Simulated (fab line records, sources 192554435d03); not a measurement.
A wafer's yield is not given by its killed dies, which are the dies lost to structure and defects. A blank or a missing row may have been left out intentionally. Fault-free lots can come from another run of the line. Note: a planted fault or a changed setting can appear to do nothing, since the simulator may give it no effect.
Split-lot study :: flow n5Finfet :: on a route of 1938 steps: 7 lots, 39 wafers read

SPLIT DETAILS
At N5_ZERO_LAYER_PECVD_02 (deposits SiO2 from SiH4/N2O, target thk 10 nm, time 6 s), the setting timeS was moved away from the recipe's 6 s on 15 of the 39 wafers read, by -53.8% to +50.9%. This setting was run at the recipe's value on the other wafers.

The reading comes from the split's own step.

THE READING
SiO2_of_ZERO_LAYER_PECVD_02.thkNm (the simulator's own value, which no gauge read), in nm, at N5_ZERO_LAYER_PECVD_02 (deposits SiO2 from SiH4/N2O, target thk 10 nm, time 6 s). The file does not state a usual value for it. Average 10.058 nm, standard deviation 0.15 nm, over the 24 wafers here run with the recipe.

wafer: L077.1
tool, chamber at the split: pecvd-04, 0
timeS as run, s: 6
against the recipe: recipe
SiO2_of_ZERO_LAYER_PECVD_02.thkNm, nm: 10.32
against lot-mates on the recipe: -

wafer: L077.2
tool, chamber at the split: pecvd-04, 1
timeS as run, s: 6
against the recipe: recipe
SiO2_of_ZERO_LAYER_PECVD_02.thkNm, nm: 10.17
against lot-mates on the recipe: -

wafer: L077.3
tool, chamber at the split: pecvd-04, 2
timeS as run, s: 6
against the recipe: recipe
SiO2_of_ZERO_LAYER_PECVD_02.thkNm, nm: 10.18
against lot-mates on the recipe: -

wafer: L077.4
tool, chamber at the split: pecvd-04, 0
timeS as run, s: 6
against the recipe: recipe
SiO2_of_ZERO_LAYER_PECVD_02.thkNm, nm: 10.21
against lot-mates on the recipe: -

wafer: L077.5
tool, chamber at the split: pecvd-04, 2
timeS as run, s: 6
against the recipe: recipe
SiO2_of_ZERO_LAYER_PECVD_02.thkNm, nm: 10.38
against lot-mates on the recipe: -

wafer: L077.6
tool, chamber at the split: pecvd-04, 1
timeS as run, s: 6
against the recipe: recipe
SiO2_of_ZERO_LAYER_PECVD_02.thkNm, nm: 10.39
against lot-mates on the recipe: -

wafer: L078.1
tool, chamber at the split: pecvd-02, 1
timeS as run, s: 4.188
against the recipe: -30.2%
SiO2_of_ZERO_LAYER_PECVD_02.thkNm, nm: 7.1
against lot-mates on the recipe: -2.861

wafer: L078.2
tool, chamber at the split: pecvd-02, 0
timeS as run, s: 6
against the recipe: recipe
SiO2_of_ZERO_LAYER_PECVD_02.thkNm, nm: 9.794
against lot-mates on the recipe: -

wafer: L078.3
tool, chamber at the split: pecvd-02, 0
timeS as run, s: 6
against the recipe: recipe
SiO2_of_ZERO_LAYER_PECVD_02.thkNm, nm: 9.97
against lot-mates on the recipe: -

wafer: L078.4
tool, chamber at the split: pecvd-02, 1
timeS as run, s: 4.188
against the recipe: -30.2%
SiO2_of_ZERO_LAYER_PECVD_02.thkNm, nm: 7.103
against lot-mates on the recipe: -2.858

wafer: L078.5
tool, chamber at the split: pecvd-02, 1
timeS as run, s: 6
against the recipe: recipe
SiO2_of_ZERO_LAYER_PECVD_02.thkNm, nm: 10.12
against lot-mates on the recipe: -

wafer: L078.6
tool, chamber at the split: pecvd-02, 0
timeS as run, s: 4.188
against the recipe: -30.2%
SiO2_of_ZERO_LAYER_PECVD_02.thkNm, nm: 7.072
against lot-mates on the recipe: -2.889

wafer: L081.1
tool, chamber at the split: pecvd-03, 0
timeS as run, s: 6
against the recipe: recipe
SiO2_of_ZERO_LAYER_PECVD_02.thkNm, nm: 9.955
against lot-mates on the recipe: -

wafer: L081.2
tool, chamber at the split: pecvd-03, 1
timeS as run, s: 6
against the recipe: recipe
SiO2_of_ZERO_LAYER_PECVD_02.thkNm, nm: 9.95
against lot-mates on the recipe: -

wafer: L081.3
tool, chamber at the split: pecvd-03, 2
timeS as run, s: 9.056
against the recipe: +50.9%
SiO2_of_ZERO_LAYER_PECVD_02.thkNm, nm: 14.76
against lot-mates on the recipe: +4.775

wafer: L081.4
tool, chamber at the split: pecvd-03, 0
timeS as run, s: 6
against the recipe: recipe
SiO2_of_ZERO_LAYER_PECVD_02.thkNm, nm: 10.05
against lot-mates on the recipe: -

wafer: L081.5
tool, chamber at the split: pecvd-03, 1
timeS as run, s: 9.056
against the recipe: +50.9%
SiO2_of_ZERO_LAYER_PECVD_02.thkNm, nm: 15.3
against lot-mates on the recipe: +5.315

wafer: L081.6
tool, chamber at the split: pecvd-03, 2
timeS as run, s: 9.056
against the recipe: +50.9%
SiO2_of_ZERO_LAYER_PECVD_02.thkNm, nm: 15.06
against lot-mates on the recipe: +5.075

wafer: L085.1
tool, chamber at the split: pecvd-03, 2
timeS as run, s: 6
against the recipe: recipe
SiO2_of_ZERO_LAYER_PECVD_02.thkNm, nm: 9.896
against lot-mates on the recipe: -

wafer: L085.2
tool, chamber at the split: pecvd-03, 1
timeS as run, s: 6
against the recipe: recipe
SiO2_of_ZERO_LAYER_PECVD_02.thkNm, nm: 10.08
against lot-mates on the recipe: -

wafer: L085.4
tool, chamber at the split: pecvd-03, 2
timeS as run, s: 6
against the recipe: recipe
SiO2_of_ZERO_LAYER_PECVD_02.thkNm, nm: 10.05
against lot-mates on the recipe: -

wafer: L086.1
tool, chamber at the split: pecvd-03, 1
timeS as run, s: 6
against the recipe: recipe
SiO2_of_ZERO_LAYER_PECVD_02.thkNm, nm: 9.923
against lot-mates on the recipe: -

wafer: L086.2
tool, chamber at the split: pecvd-03, 2
timeS as run, s: 7.943
against the recipe: +32.4%
SiO2_of_ZERO_LAYER_PECVD_02.thkNm, nm: 13.05
against lot-mates on the recipe: +3.042

wafer: L086.3
tool, chamber at the split: pecvd-03, 0
timeS as run, s: 7.943
against the recipe: +32.4%
SiO2_of_ZERO_LAYER_PECVD_02.thkNm, nm: 13.11
against lot-mates on the recipe: +3.102

wafer: L086.4
tool, chamber at the split: pecvd-03, 2
timeS as run, s: 6
against the recipe: recipe
SiO2_of_ZERO_LAYER_PECVD_02.thkNm, nm: 10.04
against lot-mates on the recipe: -

wafer: L086.5
tool, chamber at the split: pecvd-03, 1
timeS as run, s: 6
against the recipe: recipe
SiO2_of_ZERO_LAYER_PECVD_02.thkNm, nm: 10.06
against lot-mates on the recipe: -

wafer: L086.6
tool, chamber at the split: pecvd-03, 0
timeS as run, s: 7.943
against the recipe: +32.4%
SiO2_of_ZERO_LAYER_PECVD_02.thkNm, nm: 13.49
against lot-mates on the recipe: +3.482

wafer: L095.1
tool, chamber at the split: pecvd-03, 1
timeS as run, s: 6
against the recipe: recipe
SiO2_of_ZERO_LAYER_PECVD_02.thkNm, nm: 9.998
against lot-mates on the recipe: -

wafer: L095.2
tool, chamber at the split: pecvd-03, 0
timeS as run, s: 2.769
against the recipe: -53.8%
SiO2_of_ZERO_LAYER_PECVD_02.thkNm, nm: 4.669
against lot-mates on the recipe: -5.308

wafer: L095.3
tool, chamber at the split: pecvd-03, 2
timeS as run, s: 6
against the recipe: recipe
SiO2_of_ZERO_LAYER_PECVD_02.thkNm, nm: 9.923
against lot-mates on the recipe: -

wafer: L095.4
tool, chamber at the split: pecvd-03, 2
timeS as run, s: 6
against the recipe: recipe
SiO2_of_ZERO_LAYER_PECVD_02.thkNm, nm: 10.01
against lot-mates on the recipe: -

wafer: L095.5
tool, chamber at the split: pecvd-03, 0
timeS as run, s: 2.769
against the recipe: -53.8%
SiO2_of_ZERO_LAYER_PECVD_02.thkNm, nm: 4.808
against lot-mates on the recipe: -5.169

wafer: L095.6
tool, chamber at the split: pecvd-03, 1
timeS as run, s: 2.769
against the recipe: -53.8%
SiO2_of_ZERO_LAYER_PECVD_02.thkNm, nm: 4.752
against lot-mates on the recipe: -5.225

wafer: L096.1
tool, chamber at the split: pecvd-02, 1
timeS as run, s: 5.034
against the recipe: -16.1%
SiO2_of_ZERO_LAYER_PECVD_02.thkNm, nm: 8.317
against lot-mates on the recipe: -1.660

wafer: L096.2
tool, chamber at the split: pecvd-02, 0
timeS as run, s: 5.034
against the recipe: -16.1%
SiO2_of_ZERO_LAYER_PECVD_02.thkNm, nm: 8.287
against lot-mates on the recipe: -1.690

wafer: L096.3
tool, chamber at the split: pecvd-02, 2
timeS as run, s: 6
against the recipe: recipe
SiO2_of_ZERO_LAYER_PECVD_02.thkNm, nm: 9.902
against lot-mates on the recipe: -

wafer: L096.4
tool, chamber at the split: pecvd-02, 0
timeS as run, s: 6
against the recipe: recipe
SiO2_of_ZERO_LAYER_PECVD_02.thkNm, nm: 10.03
against lot-mates on the recipe: -

wafer: L096.5
tool, chamber at the split: pecvd-02, 1
timeS as run, s: 5.034
against the recipe: -16.1%
SiO2_of_ZERO_LAYER_PECVD_02.thkNm, nm: 8.485
against lot-mates on the recipe: -1.492

wafer: L096.6
tool, chamber at the split: pecvd-02, 2
timeS as run, s: 6
against the recipe: recipe
SiO2_of_ZERO_LAYER_PECVD_02.thkNm, nm: 9.998
against lot-mates on the recipe: -

THE FIT
A straight line over all 39 wafers: SiO2_of_ZERO_LAYER_PECVD_02.thkNm changes by +0.0984 nm for each +1% of timeS; r = +1.00; the points scatter about the line by 0.15 nm.
The same after taking each lot's own level away (the mean of its wafers on the recipe; 39 wafers): +0.098 nm for each +1%; r = +1.00; scatter 0.11 nm.
Per that fit: largest timeS move, reading shift of 5.3 nm.
Across the lots, their own levels run from 9.9613 to 10.2750 nm, a range of 2.1 times the standard deviation given above.
Hence the lot-to-lot level has little effect on the slope; both slopes agree.
Check: for one of the wafers moved furthest among these (-53.8%), held out of the fit, the line's prediction against its lot-mates is -5.26 nm. It came out at -5.31 nm against them.

THE FILE'S OWN FIT
SiO2_of_ZERO_LAYER_PECVD_02.thkNm changes by +0.098 nm for each +1% of timeS, r = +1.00.
